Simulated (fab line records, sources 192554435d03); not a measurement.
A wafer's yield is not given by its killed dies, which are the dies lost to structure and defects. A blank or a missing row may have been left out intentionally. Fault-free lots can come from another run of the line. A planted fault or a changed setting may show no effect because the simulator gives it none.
Matching of chambers -- flow n5 finfet -- 4 sister chambers for N5_BEOL_M0_STRIP_140 on rie diel-06
The step strips in CF4. 18 wafers are shown with their chamber, then 9 later ones without.

WAFERS WITH THEIR CHAMBER
wafer,chamber,showerhead plenum p Torr (Torr),throttle valve pct (%),drypump motor current A (A)
L077.1,1,1.79,13.97,5.8
L077.2,0,1.86,13.52,6.0
L077.4,3,1.88,13.68,5.7
L081.1,2,1.72,13.71,5.6
L081.3,1,1.79,14.00,5.7
L081.6,1,1.79,14.00,5.8
L082.2,1,1.79,14.00,5.8
L082.3,2,1.72,13.71,5.6
L082.6,0,1.86,13.54,6.0
L086.1,1,1.79,14.01,5.7
L086.2,2,1.71,13.73,5.5
L086.5,1,1.79,14.02,5.7
L088.1,1,1.79,14.00,5.7
L088.5,3,1.88,13.70,5.7
L088.6,2,1.71,13.75,5.6
L091.4,3,1.88,13.74,5.7
L091.5,2,1.71,13.74,5.6
L091.6,0,1.85,13.57,6.0

SIGNATURES, as means of the wafers listed above
reading,chamber 0,chamber 1,chamber 2,chamber 3,scatter within a chamber
showerhead plenum p Torr,1.8567,1.7900,1.7140,1.8800,0.00365
throttle valve pct,13.5433,14.0000,13.7280,13.7067,0.0204
drypump motor current A,6.000,5.743,5.580,5.700,0.0424
Rule: distance of a wafer from a chamber = root of the sum over the readings of ((wafer's reading minus chamber's mean) / reading's scatter) squared. The wafer belongs to the nearest chamber; if the next one is less than 2 further off, it can't be placed. The scatter: the root of (the sum of the squares of (reading less its chamber's mean) over the shown wafers, divided by (wafers less chambers)).

WAFERS WHOSE CHAMBER IS MISSING
wafer,showerhead plenum p Torr (Torr),throttle valve pct (%),drypump motor current A (A)
L092.1,1.71,13.74,5.6
L092.2,1.85,13.58,6.0
L092.4,1.88,13.74,5.7
L096.1,1.85,13.63,6.0
L096.4,1.87,13.76,5.7
L096.5,1.71,13.80,5.6
L097.1,1.87,13.77,5.7
L097.4,1.71,13.76,5.6
L097.6,1.71,13.78,5.6

THE CHAMBER EACH PASSED THROUGH
wafer,from the rows above,in truth
L092.1,2,2
L092.2,0,0
L092.4,3,3
L096.1,0,0
L096.4,3,3
L096.5,2,2
L097.1,3,3
L097.4,2,2
L097.6,2,2
Placed correctly: 9 of 9. Number that these rows cannot place: 0. Number placed wrongly: 0.
